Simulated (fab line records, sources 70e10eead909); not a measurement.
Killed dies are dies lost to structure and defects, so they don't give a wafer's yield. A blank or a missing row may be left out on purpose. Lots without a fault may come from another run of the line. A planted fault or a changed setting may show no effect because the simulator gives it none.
Which tool did it? | flow nand_harc | 14 lots, 42 wafers sampled, at 5 steps of a route of 1302

WHAT THE GAUGES READ, wafer by wafer
NHARC_P_M2_CD_MEAS_09: target cd 170 nm.
lot  | measured     | on        | cd_nm (nm)
L391 | day 6 06:05  | cd_sem-02 | 171.0 170.6 172.0
L392 | day 6 18:54  | cd_sem-01 | 170.5 170.1 169.4
L394 | day 7 12:59  | cd_sem-03 | 169.2 169.4 170.2
L395 | day 8 01:57  | cd_sem-01 | 170.1 168.7 169.6
L396 | day 8 11:32  | cd_sem-01 | 170.2 168.4 170.6
L398 | day 9 09:11  | cd_sem-03 | 168.2 170.0 169.7
L405 | day 12 15:29 | cd_sem-03 | 170.9 169.0 170.6
L404 | day 12 16:03 | cd_sem-02 | 170.0 168.4 170.6
L407 | day 13 02:12 | cd_sem-02 | 170.4 169.6 170.4
L408 | day 13 11:03 | cd_sem-03 | 170.0 171.9 171.1
L409 | day 14 01:57 | cd_sem-03 | 170.8 171.5 170.4
L410 | day 14 14:12 | cd_sem-03 | 170.3 168.3 168.5
L412 | day 15 02:57 | cd_sem-01 | 170.3 169.9 169.3
L414 | day 16 03:53 | cd_sem-01 | 169.6 170.0 169.3

NHARC_P_M2_INSPECT_27.
lot  | measured     | on                | raw_defect_count
L391 | day 6 08:56  | defect_inspect-01 | 419 289 223
L392 | day 6 21:41  | defect_inspect-02 | 205 219 252
L394 | day 7 15:44  | defect_inspect-01 | 321 498 319
L395 | day 8 04:44  | defect_inspect-01 | 4655 4534 4726
L396 | day 8 14:25  | defect_inspect-02 | 4579 4607 4551
L398 | day 9 12:10  | defect_inspect-01 | 436 471 285
L405 | day 12 18:47 | defect_inspect-01 | 236 159 314
L404 | day 12 18:50 | defect_inspect-02 | 317 603 463
L407 | day 13 05:04 | defect_inspect-02 | 292 331 253
L408 | day 13 13:50 | defect_inspect-02 | 511 360 313
L409 | day 14 05:12 | defect_inspect-01 | 256 243 246
L410 | day 14 16:58 | defect_inspect-01 | 173 262 211
L412 | day 15 05:46 | defect_inspect-02 | 433 216 366
L414 | day 16 06:38 | defect_inspect-02 | 387 363 176

WHICH TOOL RAN EACH LOT (tool, then ch and the chambers of the sampled wafers, then the start)
lot  | NHARC_P_M2_ETCH_35                 | NHARC_P_M2_PVD_20                       | NHARC_P_M2_CMP_23
L391 | rie_diel-05 ch 0,3, day 6 06:22    | pvd_sputter-02, day 6 08:26 or earlier  | cmp-03 ch 0,2, day 6 08:26
L392 | rie_diel-03 ch 1,2, day 6 19:10    | pvd_sputter-02, day 6 21:16 or earlier  | cmp-04 ch 1,2,3, day 6 21:16
L394 | rie_diel-03 ch 0,2,3, day 7 13:16  | pvd_sputter-01, day 7 15:16 or earlier  | cmp-03 ch 0,2,3, day 7 15:16
L395 | rie_diel-05 ch 1,2,3, day 8 02:13  | pvd_sputter-02, day 8 04:16 or earlier  | cmp-03 ch 0,2, day 8 04:16
L396 | rie_diel-10 ch 0,1,3, day 8 11:49  | pvd_sputter-01, day 8 13:56 or earlier  | cmp-03 ch 0,2,3, day 8 13:56
L398 | rie_diel-05 ch 1,2,3, day 9 09:28  | pvd_sputter-03, day 9 11:41 or earlier  | cmp-02 ch 1,2,3, day 9 11:41
L405 | rie_diel-05 ch 0,1,3, day 12 15:46 | pvd_sputter-02, day 12 18:19 or earlier | cmp-04 ch 0,2,3, day 12 18:19
L404 | rie_diel-05 ch 0,1,2, day 12 16:19 | pvd_sputter-03, day 12 18:22 or earlier | cmp-03 ch 1,2,3, day 12 18:22
L407 | rie_diel-03 ch 1,3, day 13 02:29   | pvd_sputter-01, day 13 04:39 or earlier | cmp-04 ch 0,1,2, day 13 04:39
L408 | rie_diel-05 ch 0,1,3, day 13 11:20 | pvd_sputter-02, day 13 13:22 or earlier | cmp-03 ch 1,2, day 13 13:22
L409 | rie_diel-03 ch 2,3, day 14 02:13   | pvd_sputter-02, day 14 04:44 or earlier | cmp-02 ch 0,1,3, day 14 04:44
L410 | rie_diel-03 ch 0,1,2, day 14 14:28 | pvd_sputter-02, day 14 16:29 or earlier | cmp-02 ch 0,1,3, day 14 16:29
L412 | rie_diel-10 ch 0,1,2, day 15 03:13 | pvd_sputter-03, day 15 05:18 or earlier | cmp-04 ch 1,2,3, day 15 05:18
L414 | rie_diel-03 ch 1,2, day 16 04:08   | pvd_sputter-02, day 16 06:10 or earlier | cmp-03 ch 1,3, day 16 06:10
- NHARC_P_M2_ETCH_35: etches the open film in N2/H2, target depth 40 nm, overetch 12 nm, time 43.94 s.
- NHARC_P_M2_PVD_20: deposits TaN, target thk 5 nm, time 8.06 s.
- NHARC_P_M2_CMP_23: polishes, t overpolish 20 s, target thk 144.3 nm.

WHAT THE TOOLS THEMSELVES READ (means of the sampled wafers that have a number; where no wafer has one, the mark that the record gives instead)
NHARC_P_M2_ETCH_35.
lot  | tool        | drypump_motor_current_A (A) | oes_product_au (a.u.) | rf_vpp_V (V) | showerhead_plenum_p_Torr (Torr) | throttle_valve_pct (%)
L391 | rie_diel-05 | 6.0                         | 0.998                 | 429.2        | 1.98                            | 14.179
L392 | rie_diel-03 | 5.7                         | 0.998                 | 429.8        | 2.00                            | 14.176
L394 | rie_diel-03 | 5.5                         | 0.994                 | 430.6        | 2.05                            | 14.169
L395 | rie_diel-05 | 6.1                         | 0.994                 | 430.8        | 2.06                            | 14.172
L396 | rie_diel-10 | 5.9                         | 1.005                 | 434.1        | 2.14                            | 14.164
L398 | rie_diel-05 | 6.1                         | 0.997                 | 430.7        | 2.06                            | 14.166
L405 | rie_diel-05 | 6.0                         | 0.990                 | 429.1        | 1.99                            | 14.175
L404 | rie_diel-05 | 5.8                         | 0.990                 | 430.6        | 2.03                            | 14.178
L407 | rie_diel-03 | 5.5                         | 0.984                 | 429.9        | 1.99                            | 14.166
L408 | rie_diel-05 | 6.0                         | 0.994                 | 430.0        | 1.99                            | 14.167
L409 | rie_diel-03 | 5.5                         | 0.991                 | 428.7        | 1.98                            | 14.164
L410 | rie_diel-03 | 5.6                         | 0.999                 | 431.3        | 2.06                            | 14.171
L412 | rie_diel-10 | 5.9                         | 1.006                 | 434.6        | 2.17                            | 14.165
L414 | rie_diel-03 | 5.7                         | 0.989                 | 429.7        | 1.99                            | 14.171

NHARC_P_M2_PVD_20.
lot  | tool           | throttle_valve_pct (%)
L391 | pvd_sputter-02 | 30.2
L392 | pvd_sputter-02 | 29.3
L394 | pvd_sputter-01 | 28.8
L395 | pvd_sputter-02 | 29.3
L396 | pvd_sputter-01 | 29.9
L398 | pvd_sputter-03 | 30.0
L405 | pvd_sputter-02 | 28.9
L404 | pvd_sputter-03 | 29.9
L407 | pvd_sputter-01 | 29.3
L408 | pvd_sputter-02 | 30.2
L409 | pvd_sputter-02 | 29.2
L410 | pvd_sputter-02 | 29.9
L412 | pvd_sputter-03 | 29.8
L414 | pvd_sputter-02 | 29.9

NHARC_P_M2_CMP_23.
lot  | tool   | motor_current_A (A) | retaining_ring_pressure_frac | time_to_endpoint_s (s)
L391 | cmp-03 | 12.4                | 0.997                        | 25.3
L392 | cmp-04 | 11.7                | 1.001                        | 26.7
L394 | cmp-03 | 11.8                | 1.000                        | 27.7
L395 | cmp-03 | 12.8                | 0.999                        | 37.6
L396 | cmp-03 | 12.2                | 0.996                        | 37.1
L398 | cmp-02 | 11.7                | 1.000                        | 29.2
L405 | cmp-04 | 12.1                | 0.998                        | 30.6
L404 | cmp-03 | 13.1                | 0.998                        | 27.0
L407 | cmp-04 | 13.3                | 1.004                        | 28.8
L408 | cmp-03 | 13.0                | 0.998                        | 28.4
L409 | cmp-02 | 11.4                | 0.999                        | 28.4
L410 | cmp-02 | 11.2                | 1.002                        | 28.9
L412 | cmp-04 | 12.2                | 1.001                        | 23.1
L414 | cmp-03 | 14.3                | 0.999                        | 27.6

THE ANSWER, worked out from the rows above alone
Rule: what is usual is taken from the lots themselves. Put in order of their means at a reading, lots are off if they are a third of the lots or fewer, leave a main group of 4 or more, and stand apart from it by a gap of 3 or more times the standard deviation of the main group's means; of several such gaps the widest counts. A main group whose means are all the same, to the digits that the tables above print for the reading, isn't used. A lot without any number at a reading at which 4 lots or more have one is off too. The other lots that the step has rows for count as sound. The gauges are gone through in route order, then the tools' own readings, and for those a lot's mean is taken as printed above. The first step at which some lot is off is used, and at that step the reading that is off furthest; a lot without a number counts as furthest.
Off: L395, L396, at NHARC_P_M2_INSPECT_27 (raw_defect_count). The main group: mean 317, standard deviation 75.
A tool fits if, at a process step before that reading, it ran every lot that is off, and no sound lot after the first of them. The gauges at NHARC_P_M2_INSPECT_27 aren't tried: what is off there is off at NHARC_P_M2_CMP_23 too, on other tools, and a gauge's error can't cause that. NHARC_P_M2_PVD_20 gives no start for some lots, so the hours and the order of its lots are those of NHARC_P_M2_CMP_23. None of those tried fits.

WHAT THE SIMULATOR HAD PUT IN
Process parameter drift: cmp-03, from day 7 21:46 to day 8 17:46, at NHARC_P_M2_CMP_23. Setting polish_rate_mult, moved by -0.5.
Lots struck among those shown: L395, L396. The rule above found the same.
